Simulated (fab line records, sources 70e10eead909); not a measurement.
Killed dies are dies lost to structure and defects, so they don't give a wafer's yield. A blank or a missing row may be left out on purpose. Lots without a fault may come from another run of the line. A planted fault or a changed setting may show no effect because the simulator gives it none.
Which tool did it? | flow nand_harc | 24 lots, 72 wafers sampled, at 6 steps of a route of 1302

WHAT THE GAUGES READ, wafer by wafer
The record holds no reading of a measuring or inspecting step that can be judged against a usual standard deviation.

WHICH TOOL RAN EACH LOT (tool, then ch and the chambers of the sampled wafers, then the start)
lot  | NHARC_A_SGD_CUT_ETCH_15                       | NHARC_A_SGD_CUT_ETCHBACK_24        | NHARC_A_WL_FILL_STRIP_27             | NHARC_A_WL_FILL_ETCHBACK_16                   | NHARC_A_CONTACT_ETCH_50                       | NHARC_A_CONTACT_ETCH_117
L075 | rie_diel-13 ch 2,3, day 19 23:05 or earlier   | rie_diel-10 ch 1,2,3, day 19 23:05 | plasma_asher-02 ch 0,1, day 20 19:08 | rie_diel-08 ch 0,1,3, day 21 20:39 or earlier | rie_diel-01 ch 1,2, day 21 20:39 or earlier   | har_cap_etch-03 ch 0,1, day 21 20:39
L074 | rie_diel-07 ch 1,2, day 20 02:07 or earlier   | rie_diel-10 ch 0,1,2, day 20 02:07 | plasma_asher-02 ch 0,1, day 21 01:34 | rie_diel-05 ch 0,1,3, day 22 04:08 or earlier | rie_diel-01 ch 0,1,3, day 22 04:08 or earlier | har_cap_etch-03 ch 0,1, day 22 04:08
L076 | rie_diel-10 ch 0,2, day 20 08:08 or earlier   | rie_diel-13 ch 1,2,3, day 20 08:08 | plasma_asher-02 ch 0,1, day 21 06:07 | rie_diel-05 ch 0,1,2, day 22 09:10 or earlier | rie_diel-04 ch 0,3, day 22 09:10 or earlier   | har_cap_etch-03 ch 0, day 22 09:10
L077 | rie_diel-10 ch 1,2,3, day 20 17:43 or earlier | rie_diel-10 ch 0,1,2, day 20 17:43 | plasma_asher-01 ch 0,1, day 21 17:54 | rie_diel-05 ch 0,2,3, day 22 19:30 or earlier | rie_diel-01 ch 0,2,3, day 22 19:30 or earlier | har_cap_etch-03 ch 0,1, day 22 19:30
L079 | rie_diel-07 ch 0,2,3, day 20 17:43 or earlier | rie_diel-13 ch 0,1,2, day 20 17:43 | plasma_asher-01 ch 0,1, day 21 15:55 | rie_diel-05 ch 0,3, day 22 17:52 or earlier   | rie_diel-01 ch 0,2, day 22 17:52 or earlier   | har_cap_etch-01 ch 0,1, day 22 17:52
L078 | rie_diel-13 ch 0,1, day 21 06:17 or earlier   | rie_diel-10 ch 0,1,3, day 21 06:17 | plasma_asher-02 ch 0,1, day 22 02:28 | rie_diel-08 ch 0,2,3, day 23 04:16 or earlier | rie_diel-04 ch 0,1,3, day 23 04:16 or earlier | har_cap_etch-01 ch 0,1, day 23 04:16
L081 | rie_diel-13 ch 0,1,2, day 22 00:15 or earlier | rie_diel-13 ch 1,2,3, day 22 00:15 | plasma_asher-02 ch 0, day 23 00:19   | rie_diel-02 ch 1,2, day 24 05:14 or earlier   | rie_diel-04 ch 1,2,3, day 24 05:14 or earlier | har_cap_etch-03 ch 1, day 24 05:14
L080 | rie_diel-07 ch 1,2,3, day 22 00:16 or earlier | rie_diel-10 ch 2,3, day 22 00:16   | plasma_asher-02 ch 0,1, day 23 00:09 | rie_diel-05 ch 1,2, day 24 06:05 or earlier   | rie_diel-04 ch 0,1,3, day 24 06:05 or earlier | har_cap_etch-01 ch 0,1, day 24 06:05
L082 | rie_diel-10 ch 0,1,3, day 22 19:20 or earlier | rie_diel-10 ch 1,3, day 22 19:20   | plasma_asher-02 ch 1, day 23 18:31   | rie_diel-02 ch 1,2, day 24 22:14 or earlier   | rie_diel-04 ch 1,2, day 24 22:14 or earlier   | har_cap_etch-01 ch 0,1, day 24 22:14
L083 | rie_diel-10 ch 0,1,2, day 23 12:52 or earlier | rie_diel-13 ch 0,2,3, day 23 12:52 | plasma_asher-02 ch 0,1, day 24 08:56 | rie_diel-08 ch 1,2,3, day 25 10:07 or earlier | rie_diel-11 ch 0,1,2, day 25 10:07 or earlier | har_cap_etch-01 ch 0,1, day 25 10:07
L084 | rie_diel-13 ch 1,2,3, day 23 12:52 or earlier | rie_diel-10 ch 0,1,2, day 23 12:52 | plasma_asher-01 ch 0,1, day 24 09:08 | rie_diel-05 ch 1,2,3, day 25 10:38 or earlier | rie_diel-04 ch 0,1,2, day 25 10:38 or earlier | har_cap_etch-03 ch 0,1, day 25 10:38
L085 | rie_diel-07 ch 0,1,2, day 24 00:32 or earlier | rie_diel-10 ch 0,1, day 24 00:32   | plasma_asher-01 ch 0,1, day 24 20:47 | rie_diel-05 ch 1,2,3, day 25 22:29 or earlier | rie_diel-04 ch 1,2, day 25 22:29 or earlier   | har_cap_etch-02 ch 0,1, day 25 22:29
L086 | rie_diel-10 ch 0,1,3, day 24 14:19 or earlier | rie_diel-13 ch 0,1,3, day 24 14:19 | plasma_asher-02 ch 0,1, day 25 14:14 | rie_diel-08 ch 1,2,3, day 26 15:25 or earlier | rie_diel-04 ch 0,1,2, day 26 15:25 or earlier | har_cap_etch-03 ch 0,1, day 26 15:25
L087 | rie_diel-13 ch 0,1, day 24 14:17 or earlier   | rie_diel-07 ch 0,2, day 24 14:17   | plasma_asher-02 ch 1, day 25 11:52   | rie_diel-02 ch 0,1,3, day 26 13:31 or earlier | rie_diel-01 ch 1,2, day 26 13:31 or earlier   | har_cap_etch-01 ch 1, day 26 13:31
L088 | rie_diel-10 ch 0,1, day 25 05:59 or earlier   | rie_diel-10 ch 1,3, day 25 05:59   | plasma_asher-01 ch 0,1, day 26 03:28 | rie_diel-08 ch 0,1,3, day 27 08:56 or earlier | rie_diel-04 ch 1,2,3, day 27 08:56 or earlier | har_cap_etch-02 ch 0,1, day 27 08:56
L089 | rie_diel-10 ch 0,1,2, day 25 15:35 or earlier | rie_diel-13 ch 0,2,3, day 25 15:35 | plasma_asher-01 ch 0,1, day 26 15:55 | rie_diel-08 ch 0,1,2, day 27 17:22 or earlier | rie_diel-04 ch 1,2,3, day 27 17:22 or earlier | har_cap_etch-01 ch 0,1, day 27 17:22
L090 | rie_diel-13 ch 0,1,3, day 26 04:53 or earlier | rie_diel-07 ch 0,2,3, day 26 04:53 | plasma_asher-01 ch 0,1, day 27 05:31 | rie_diel-05 ch 0,3, day 28 10:05 or earlier   | rie_diel-04 ch 0,2,3, day 28 10:05 or earlier | har_cap_etch-02 ch 0,1, day 28 10:05
L091 | rie_diel-10 ch 0,2, day 26 19:02 or earlier   | rie_diel-10 ch 0,2,3, day 26 19:02 | plasma_asher-02 ch 0,1, day 27 17:06 | rie_diel-08 ch 1,3, day 28 19:58 or earlier   | rie_diel-11 ch 1,2, day 28 19:58 or earlier   | har_cap_etch-02 ch 0,1, day 28 19:58
L092 | rie_diel-13 ch 1,3, day 26 19:02 or earlier   | rie_diel-07 ch 1,3, day 26 19:02   | plasma_asher-02 ch 0,1, day 27 16:44 | rie_diel-02 ch 0,1, day 28 17:53 or earlier   | rie_diel-04 ch 1,3, day 28 17:53 or earlier   | har_cap_etch-01 ch 0, day 28 17:53
L093 | rie_diel-07 ch 0,3, day 27 16:10 or earlier   | rie_diel-07 ch 0,2,3, day 27 16:10 | plasma_asher-02 ch 0,1, day 28 11:56 | rie_diel-08 ch 0,1,3, day 29 12:47 or earlier | rie_diel-04 ch 0,1,3, day 29 12:47 or earlier | har_cap_etch-01 ch 0,1, day 29 12:47
L096 | rie_diel-13 ch 2,3, day 27 16:10 or earlier   | rie_diel-10 ch 1,2, day 27 16:10   | plasma_asher-01 ch 0,1, day 28 17:37 | rie_diel-08 ch 0,1,2, day 29 22:07 or earlier | rie_diel-11 ch 1,2, day 29 22:07 or earlier   | har_cap_etch-03 ch 0,1, day 29 22:07
L095 | rie_diel-07 ch 1,2,3, day 27 19:16 or earlier | rie_diel-07 ch 1,2,3, day 27 19:16 | plasma_asher-01 ch 0,1, day 28 17:25 | rie_diel-02 ch 1,2,3, day 29 20:35 or earlier | rie_diel-01 ch 1,2,3, day 29 20:35 or earlier | har_cap_etch-02 ch 0, day 29 20:35
L094 | rie_diel-10 ch 0,2,3, day 27 19:15 or earlier | rie_diel-13 ch 1,2,3, day 27 19:15 | plasma_asher-02 ch 0,1, day 28 17:13 | rie_diel-08 ch 0,1,3, day 29 20:54 or earlier | rie_diel-04 ch 1,2,3, day 29 20:54 or earlier | har_cap_etch-01 ch 0,1, day 29 20:54
L097 | rie_diel-13 ch 0,2,3, day 28 14:25 or earlier | rie_diel-10 ch 0,2,3, day 28 14:25 | plasma_asher-01 ch 0,1, day 29 13:46 | rie_diel-05 ch 0,2,3, day 30 14:15 or earlier | rie_diel-04 ch 0,1,3, day 30 14:15 or earlier | har_cap_etch-03 ch 0,1, day 30 14:15
- NHARC_A_SGD_CUT_ETCH_15: etches the open film in CH3F/O2, target depth 75 nm, time 64.3 s.
- NHARC_A_SGD_CUT_ETCHBACK_24: etches the open film in CH3F/O2, target depth 50 nm, time 92.857 s.
- NHARC_A_WL_FILL_STRIP_27: strips in N2/H2, time 20 s.
- NHARC_A_WL_FILL_ETCHBACK_16: etches the open film in C4F8/O2/Ar, target depth 120 nm, time 24 s.
- NHARC_A_CONTACT_ETCH_50: etches the open film in CF4/CHF3, target depth 121 nm, time 60.5 s.
- NHARC_A_CONTACT_ETCH_117: etches the open film in C4F8/O2/Ar, time 190 s, target depth 1850 nm.

WHAT THE TOOLS THEMSELVES READ (means of the sampled wafers that have a number; where no wafer has one, the mark that the record gives instead)
NHARC_A_SGD_CUT_ETCH_15.
lot  | tool        | drypump_motor_current_A (A) | oes_product_au (a.u.) | rf_vpp_V (V) | showerhead_plenum_p_Torr (Torr) | throttle_valve_pct (%)
L075 | rie_diel-13 | 5.6                         | 0.936                 | 264.3        | 2.49                            | 20.673
L074 | rie_diel-07 | 6.1                         | 0.963                 | 263.4        | 2.45                            | 20.665
L076 | rie_diel-10 | 5.9                         | 0.962                 | 262.4        | 2.34                            | 20.665
L077 | rie_diel-10 | 5.9                         | 0.977                 | 262.0        | 2.34                            | 20.671
L079 | rie_diel-07 | 5.8                         | 0.962                 | 264.2        | 2.45                            | 20.661
L078 | rie_diel-13 | 5.6                         | 0.956                 | 262.8        | 2.39                            | 20.663
L081 | rie_diel-13 | 5.6                         | 0.968                 | 264.4        | 2.50                            | 20.659
L080 | rie_diel-07 | 6.0                         | 0.953                 | 264.3        | 2.47                            | 20.663
L082 | rie_diel-10 | 5.9                         | 0.966                 | 262.6        | 2.35                            | 20.662
L083 | rie_diel-10 | 6.0                         | 0.961                 | 262.6        | 2.36                            | 20.664
L084 | rie_diel-13 | 5.8                         | 0.980                 | 263.6        | 2.54                            | 20.658
L085 | rie_diel-07 | 5.9                         | 0.975                 | 263.4        | 2.43                            | 20.658
L086 | rie_diel-10 | 5.9                         | 0.972                 | 262.5        | 2.35                            | 20.671
L087 | rie_diel-13 | 5.6                         | 0.976                 | 263.0        | 2.39                            | 20.663
L088 | rie_diel-10 | 6.2                         | 0.916                 | 263.5        | 2.37                            | 20.666
L089 | rie_diel-10 | 6.0                         | 0.964                 | 261.5        | 2.36                            | 20.673
L090 | rie_diel-13 | 5.7                         | 0.960                 | 263.4        | 2.43                            | 20.669
L091 | rie_diel-10 | 5.9                         | 0.984                 | 261.5        | 2.34                            | 20.659
L092 | rie_diel-13 | 5.9                         | 0.963                 | 263.4        | 2.47                            | 20.663
L093 | rie_diel-07 | 5.7                         | 0.943                 | 265.4        | 2.52                            | 20.666
L096 | rie_diel-13 | 5.6                         | 0.970                 | 264.4        | 2.48                            | 20.658
L095 | rie_diel-07 | 6.0                         | 0.964                 | 264.3        | 2.47                            | 20.667
L094 | rie_diel-10 | 5.7                         | 0.982                 | 261.1        | 2.33                            | 20.660
L097 | rie_diel-13 | 5.4                         | 0.941                 | 263.9        | 2.44                            | 20.671

NHARC_A_SGD_CUT_ETCHBACK_24.
lot  | tool        | drypump_motor_current_A (A) | oes_product_au (a.u.) | rf_vpp_V (V) | showerhead_plenum_p_Torr (Torr) | throttle_valve_pct (%)
L075 | rie_diel-10 | 5.9                         | 0.99                  | 242.8        | 2.34                            | 20.665
L074 | rie_diel-10 | 6.0                         | 1.00                  | 243.2        | 2.36                            | 20.660
L076 | rie_diel-13 | 5.8                         | 0.99                  | 245.7        | 2.54                            | 20.657
L077 | rie_diel-10 | 6.0                         | 0.92                  | 243.2        | 2.36                            | 20.659
L079 | rie_diel-13 | 5.6                         | 0.92                  | 244.8        | 2.51                            | 20.665
L078 | rie_diel-10 | 5.9                         | 1.00                  | 242.8        | 2.35                            | 20.662
L081 | rie_diel-13 | 5.8                         | 0.92                  | 244.9        | 2.54                            | 20.669
L080 | rie_diel-10 | 5.7                         | 0.94                  | 243.4        | 2.32                            | 20.659
L082 | rie_diel-10 | 6.1                         | 0.97                  | 242.7        | 2.36                            | 20.656
L083 | rie_diel-13 | 5.4                         | 1.01                  | 244.1        | 2.44                            | 20.670
L084 | rie_diel-10 | 6.0                         | 0.99                  | 243.6        | 2.36                            | 20.661
L085 | rie_diel-10 | 6.0                         | 0.91                  | 242.8        | 2.37                            | 20.666
L086 | rie_diel-13 | 5.7                         | 1.00                  | 244.0        | 2.43                            | 20.665
L087 | rie_diel-07 | 5.9                         | 0.99                  | 243.1        | 2.38                            | 20.668
L088 | rie_diel-10 | 5.7                         | 0.93                  | 242.4        | 2.33                            | 20.663
L089 | rie_diel-13 | 5.5                         | 0.99                  | 244.5        | 2.44                            | 20.674
L090 | rie_diel-07 | 5.8                         | 0.96                  | 244.0        | 2.45                            | 20.666
L091 | rie_diel-10 | 5.7                         | 0.98                  | 243.1        | 2.33                            | 20.670
L092 | rie_diel-07 | 5.9                         | 0.99                  | 245.2        | 2.54                            | 20.660
L093 | rie_diel-07 | 5.8                         | 0.91                  | 244.2        | 2.44                            | 20.665
L096 | rie_diel-10 | 6.2                         | 1.02                  | 244.1        | 2.36                            | 20.671
L095 | rie_diel-07 | 6.0                         | 0.93                  | 244.6        | 2.47                            | 20.670
L094 | rie_diel-13 | 5.8                         | 0.99                  | 245.7        | 2.54                            | 20.667
L097 | rie_diel-10 | 5.7                         | 1.01                  | 242.5        | 2.33                            | 20.659

NHARC_A_WL_FILL_STRIP_27.
lot  | tool            | drypump_motor_current_A (A) | heater_power_w (W)
L075 | plasma_asher-02 | 5.7                         | 354
L074 | plasma_asher-02 | 5.6                         | 364
L076 | plasma_asher-02 | 5.6                         | 359
L077 | plasma_asher-01 | 6.2                         | 299
L079 | plasma_asher-01 | 6.2                         | 324
L078 | plasma_asher-02 | 5.7                         | 351
L081 | plasma_asher-02 | 5.4                         | 363
L080 | plasma_asher-02 | 5.6                         | 358
L082 | plasma_asher-02 | 5.9                         | 347
L083 | plasma_asher-02 | 5.6                         | 357
L084 | plasma_asher-01 | 6.2                         | 309
L085 | plasma_asher-01 | 6.2                         | 287
L086 | plasma_asher-02 | 5.7                         | 350
L087 | plasma_asher-02 | 5.9                         | 346
L088 | plasma_asher-01 | 6.2                         | 310
L089 | plasma_asher-01 | 6.2                         | 292
L090 | plasma_asher-01 | 6.2                         | 309
L091 | plasma_asher-02 | 5.6                         | 363
L092 | plasma_asher-02 | 5.6                         | 361
L093 | plasma_asher-02 | 5.6                         | 365
L096 | plasma_asher-01 | 6.2                         | 313
L095 | plasma_asher-01 | 6.2                         | 284
L094 | plasma_asher-02 | 5.7                         | 350
L097 | plasma_asher-01 | 6.2                         | 305

NHARC_A_WL_FILL_ETCHBACK_16.
lot  | tool        | oes_product_au (a.u.) | rf_vpp_V (V)
L075 | rie_diel-08 | 0.98                  | 721
L074 | rie_diel-05 | 0.93                  | 722
L076 | rie_diel-05 | 0.96                  | 723
L077 | rie_diel-05 | 1.00                  | 725
L079 | rie_diel-05 | 1.00                  | 722
L078 | rie_diel-08 | 0.99                  | 724
L081 | rie_diel-02 | 1.01                  | 724
L080 | rie_diel-05 | 0.98                  | 723
L082 | rie_diel-02 | 1.00                  | 725
L083 | rie_diel-08 | 1.01                  | 723
L084 | rie_diel-05 | 0.94                  | 720
L085 | rie_diel-05 | 0.93                  | 720
L086 | rie_diel-08 | 1.00                  | 724
L087 | rie_diel-02 | 1.01                  | 723
L088 | rie_diel-08 | 0.98                  | 720
L089 | rie_diel-08 | 1.01                  | 722
L090 | rie_diel-05 | 0.90                  | 726
L091 | rie_diel-08 | 0.99                  | 721
L092 | rie_diel-02 | 1.01                  | 725
L093 | rie_diel-08 | 1.00                  | 721
L096 | rie_diel-08 | 1.00                  | 723
L095 | rie_diel-02 | 1.01                  | 723
L094 | rie_diel-08 | 0.93                  | 720
L097 | rie_diel-05 | 0.97                  | 724

NHARC_A_CONTACT_ETCH_50.
lot  | tool        | drypump_motor_current_A (A) | oes_product_au (a.u.) | rf_vpp_V (V) | showerhead_plenum_p_Torr (Torr) | throttle_valve_pct (%)
L075 | rie_diel-01 | 5.7                         | 0.927                 | 374.5        | 1.68                            | 16.799
L074 | rie_diel-01 | 5.6                         | 0.924                 | 371.3        | 1.62                            | 16.805
L076 | rie_diel-04 | 5.3                         | 0.970                 | 370.2        | 1.56                            | 16.809
L077 | rie_diel-01 | 6.1                         | 0.927                 | 372.0        | 1.61                            | 16.803
L079 | rie_diel-01 | 6.1                         | 0.935                 | 372.6        | 1.63                            | 16.796
L078 | rie_diel-04 | 5.6                         | 0.953                 | 370.7        | 1.57                            | 16.799
L081 | rie_diel-04 | 5.8                         | 0.974                 | 370.9        | 1.58                            | 16.808
L080 | rie_diel-04 | 5.5                         | 0.958                 | 370.5        | 1.57                            | 16.802
L082 | rie_diel-04 | 6.0                         | 0.985                 | 371.0        | 1.58                            | 16.802
L083 | rie_diel-11 | 5.2                         | 0.918                 | 371.4        | 1.59                            | 16.798
L084 | rie_diel-04 | 5.9                         | 0.979                 | 372.7        | 1.61                            | 16.800
L085 | rie_diel-04 | 6.0                         | 0.969                 | 372.8        | 1.62                            | 16.802
L086 | rie_diel-04 | 5.8                         | 0.977                 | 372.0        | 1.61                            | 16.799
L087 | rie_diel-01 | 6.2                         | 0.975                 | 373.6        | 1.66                            | 16.799
L088 | rie_diel-04 | 5.7                         | 0.981                 | 370.9        | 1.57                            | 16.804
L089 | rie_diel-04 | 5.7                         | 0.967                 | 370.7        | 1.57                            | 16.811
L090 | rie_diel-04 | 5.6                         | 0.975                 | 371.2        | 1.60                            | 16.799
L091 | rie_diel-11 | 5.2                         | 0.949                 | 372.6        | 1.64                            | 16.797
L092 | rie_diel-04 | 5.5                         | 0.962                 | 369.0        | 1.53                            | 16.804
L093 | rie_diel-04 | 5.5                         | 0.974                 | 369.8        | 1.56                            | 16.802
L096 | rie_diel-11 | 5.3                         | 0.917                 | 372.8        | 1.64                            | 16.802
L095 | rie_diel-01 | 5.9                         | 0.933                 | 372.0        | 1.62                            | 16.809
L094 | rie_diel-04 | 5.8                         | 0.923                 | 371.2        | 1.57                            | 16.792
L097 | rie_diel-04 | 5.6                         | 0.966                 | 370.8        | 1.56                            | 16.800

THE ANSWER, worked out from the rows above alone
Rule: what is usual is taken from the lots themselves. Put in order of their means at a reading, lots are off if they are a third of the lots or fewer, leave a main group of 4 or more, and stand apart from it by a gap of 3 or more times the standard deviation of the main group's means; of several such gaps the widest counts. A main group whose means are all the same, to the digits that the tables above print for the reading, isn't used. A lot without any number at a reading at which 4 lots or more have one is off too. The other lots that the step has rows for count as sound. The gauges are gone through in route order, then the tools' own readings, and for those a lot's mean is taken as printed above. The first step at which some lot is off is used, and at that step the reading that is off furthest; a lot without a number counts as furthest.
No lot is off at any reading shown: from this, nothing can be told.

WHAT THE SIMULATOR HAD PUT IN
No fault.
